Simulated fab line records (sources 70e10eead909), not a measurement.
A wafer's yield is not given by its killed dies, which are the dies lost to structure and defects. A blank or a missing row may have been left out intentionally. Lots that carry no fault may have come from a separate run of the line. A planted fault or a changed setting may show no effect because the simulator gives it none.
What tool caused it? | flow nand-harc | 18 wafers from 6 lots sampled at 5 of the route's 1159 steps

## WHAT THE GAUGES READ, wafer by wafer
NHARC_END_SORT_01.
lot  | measured     | on        | killed-at-array
L808 | day 23 09:22 | prober-02 | 39 40 32

## WHAT TOOL EACH LOT RAN ON (gives the tool, then ch and the chambers of the sampled wafers, and finally the start)
lot  | NHARC_P_GATE_DEVELOP_45           | NHARC_A_BONDPAD_STRIP_15           | NHARC_HYBRID_BOND_ACTIVATE_00      | NHARC_THIN_TSV_STRIP_62
L800 | litho-track-02 ch 0, day 5 22:00  | rie-diel-06 ch 0,1,3, day 18 08:17 | rie-diel-01 ch 0,2,3, day 18 10:29 | plasma-asher-01 ch 0,1, day 19 05:22
L802 | litho-track-05 ch 0, day 6 13:00  | rie-diel-05 ch 0,3, day 19 00:55   | rie-diel-08 ch 1,3, day 19 03:08   | plasma-asher-01 ch 0,1, day 19 19:04
L806 | litho-track-03 ch 0, day 7 10:00  | rie-diel-06 ch 0,1,3, day 20 02:40 | rie-diel-03 ch 1,2, day 20 04:53   | plasma-asher-02 ch 0,1, day 20 20:13
L807 | litho-track-05 ch 0, day 7 16:00  | rie-diel-06 ch 0,3, day 19 18:12   | rie-diel-03 ch 0,1,2, day 19 20:29 | plasma-asher-02 ch 0,1, day 20 15:28
L808 | litho-track-05 ch 0, day 8 09:00  | rie-diel-05 ch 0,3, day 22 02:22   | rie-diel-03 ch 1, day 22 04:35     | plasma-asher-01 ch 0,1, day 22 21:16
L818 | litho-track-02 ch 0, day 10 08:00 | rie-diel-06 ch 2,3, day 23 01:25   | rie-diel-03 ch 0,1,3, day 23 03:40 | plasma-asher-02 ch 0,1, day 23 18:41
- NHARC_P_GATE_DEVELOP_45: time 70 s.
- NHARC_A_BONDPAD_STRIP_15: strips in O2.
- NHARC_HYBRID_BOND_ACTIVATE_00: chemistry N2, time 60 s.
- NHARC_THIN_TSV_STRIP_62: strips in N2/H2, time 20 s.

## THE ANSWER, worked out from the rows above alone
Rule: what is usual is taken from the lots themselves. Put in order of their means at a reading, lots are off if they are a third of the lots or fewer, leave a main group of 4 or more, and stand apart from it by a gap of 3 or more times the standard deviation of the main group's means; of several such gaps the widest counts. A main group is skipped when, at the precision printed for the reading in the tables above, its means are all equal. A lot without any number at a reading at which 4 lots or more have one is off too. The other lots that the step has rows for count as sound.
No lot is off at any reading shown: from this, nothing can be told.

## WHAT THE SIMULATOR HAD PUT IN
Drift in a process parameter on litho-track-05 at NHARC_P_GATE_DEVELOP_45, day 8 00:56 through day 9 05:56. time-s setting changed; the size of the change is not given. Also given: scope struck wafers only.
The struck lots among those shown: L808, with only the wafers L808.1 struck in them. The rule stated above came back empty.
